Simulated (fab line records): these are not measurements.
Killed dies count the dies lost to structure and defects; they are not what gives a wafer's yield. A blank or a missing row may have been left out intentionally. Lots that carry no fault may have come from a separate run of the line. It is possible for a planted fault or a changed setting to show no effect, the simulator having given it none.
Matching of chambers | flow n5_finfet | 3 sister chambers for N5_BEOL_M10_CURE_72 on uv_cure-03
The step cures SiCOH lowk, time 120 s. 6 wafers are shown with their chamber, then 12 later ones without.

== WAFERS, EACH WITH ITS CHAMBER ==
wafer  | chamber | wafer_temp_C_max | lamp_power_pct (%)
L081.5 | 1       | 372.1            | 52.34
L081.6 | 1       | 371.6            | 52.31
L088.2 | 2       | 371.9            | 52.36
L088.4 | 2       | 372.8            | 52.26
L090.4 | 0       | 372.9            | 52.27
L090.6 | 0       | 372.7            | 52.43

== WAFERS WITH NO CHAMBER GIVEN ==
wafer  | wafer_temp_C_max | lamp_power_pct (%)
L092.3 | 373.6            | 52.47
L092.4 | 372.8            | 52.39
L092.5 | 373.5            | 52.34
L095.1 | 371.9            | 52.31
L095.4 | 371.7            | 52.34
L095.5 | 371.6            | 52.39
L097.1 | 372.8            | 52.25
L097.4 | 372.7            | 52.39
L097.6 | 373.1            | 52.41
L097.2 | 372.0            | 52.33
L097.3 | 372.2            | 52.31
L097.5 | 373.0            | 52.35

== CHAMBER TAKEN BY EACH ==
wafer  | from the rows above          | in truth
L092.3 | can't be placed: 0 or 2      | 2
L092.4 | can't be placed: 0 or 2 or 1 | 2
L092.5 | can't be placed: 0 or 2      | 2
L095.1 | can't be placed: 1 or 2 or 0 | 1
L095.4 | can't be placed: 1 or 2      | 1
L095.5 | can't be placed: 1 or 2 or 0 | 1
L097.1 | can't be placed: 0 or 2 or 1 | 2
L097.4 | can't be placed: 0 or 2 or 1 | 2
L097.6 | can't be placed: 0 or 2      | 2
L097.2 | can't be placed: 1 or 2 or 0 | 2
L097.3 | can't be placed: 2 or 1 or 0 | 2
L097.5 | can't be placed: 0 or 2      | 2
Correct placement for 0 of the 12. Cannot be placed on the basis of these rows: 12; the candidates contain the true chamber in 12. Wrongly placed: 0.
How it was worked out, from the rows above alone: a wafer's distance from a chamber is the root of the sum, over the readings, of the square of ((its reading less the chamber's mean) divided by the reading's scatter). If the next closest chamber is less than 2 further off than the closest, the wafer can't be placed; otherwise it belongs to the closest. A chamber's mean is the mean of its shown wafers. The scatter is the square root of a quotient: the sum, over the shown wafers, of each reading's squared deviation from its chamber's mean, divided by wafers minus chambers.
